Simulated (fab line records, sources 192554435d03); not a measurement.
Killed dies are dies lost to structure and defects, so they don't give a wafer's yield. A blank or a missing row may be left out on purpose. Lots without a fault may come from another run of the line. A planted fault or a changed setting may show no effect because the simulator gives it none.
Which tool did it? | flow n5_finfet | 10 lots, 27 wafers sampled, at 2 steps of a route of 1938

WHAT THE GAUGES READ, wafer by wafer
N5_BEOL_M3_INSPECT_30: inspects for defects (brightfield).
lot  | measured     | on                | raw_defect_count
L969 | day 7 09:08  | defect_inspect-02 | 335 335 332
L970 | day 7 12:30  | defect_inspect-02 | 391 526 456
L972 | day 7 19:47  | defect_inspect-01 | 612 544 307
L973 | day 7 21:26  | defect_inspect-02 | 410 307 452
L978 | day 10 09:56 | defect_inspect-02 | 526 456
L979 | day 10 10:58 | defect_inspect-01 | 336 388
L980 | day 10 11:07 | defect_inspect-02 | 628 513
L985 | day 11 10:04 | defect_inspect-02 | 393 526 478
L990 | day 12 12:51 | defect_inspect-01 | 294 299 310
L991 | day 13 05:44 | defect_inspect-02 | 415 300 297

WHICH TOOL RAN EACH LOT (tool, then ch and the chambers of the sampled wafers, then the start)
lot  | N5_BEOL_M3_ETCH_63
L969 | rie_diel-06 ch 0,1, day 7 08:13
L970 | rie_diel-06 ch 0,3, day 7 11:35
L972 | rie_diel-03 ch 1,3, day 7 18:52
L973 | rie_diel-04 ch 0,2,3, day 7 20:40
L978 | rie_diel-03 ch 0,3, day 10 08:42
L979 | rie_diel-06 ch 0,2, day 10 10:08
L980 | rie_diel-04 ch 2,3, day 10 10:20
L985 | rie_diel-03 ch 0,2,3, day 11 09:10
L990 | rie_diel-03 ch 1,2,3, day 12 11:54
L991 | rie_diel-03 ch 1,3, day 13 04:47
- N5_BEOL_M3_ETCH_63: etches SiARC in CF4, target depth 15.6 nm, time 26 s.

THE ANSWER, worked out from the rows above alone
Rule: what is usual is taken from the lots themselves. Put in order of their means at a reading, lots are off if they are a third of the lots or fewer, leave a main group of 4 or more, and stand apart from it by a gap of 3 or more times the standard deviation of the main group's means; of several such gaps the widest counts. A main group whose means are all the same, to the digits that the tables above print for the reading, isn't used. A lot without any number at a reading at which 4 lots or more have one is off too. The other lots that the step has rows for count as sound.
No lot is off at any reading shown: from this, nothing can be told.

WHAT THE SIMULATOR HAD PUT IN
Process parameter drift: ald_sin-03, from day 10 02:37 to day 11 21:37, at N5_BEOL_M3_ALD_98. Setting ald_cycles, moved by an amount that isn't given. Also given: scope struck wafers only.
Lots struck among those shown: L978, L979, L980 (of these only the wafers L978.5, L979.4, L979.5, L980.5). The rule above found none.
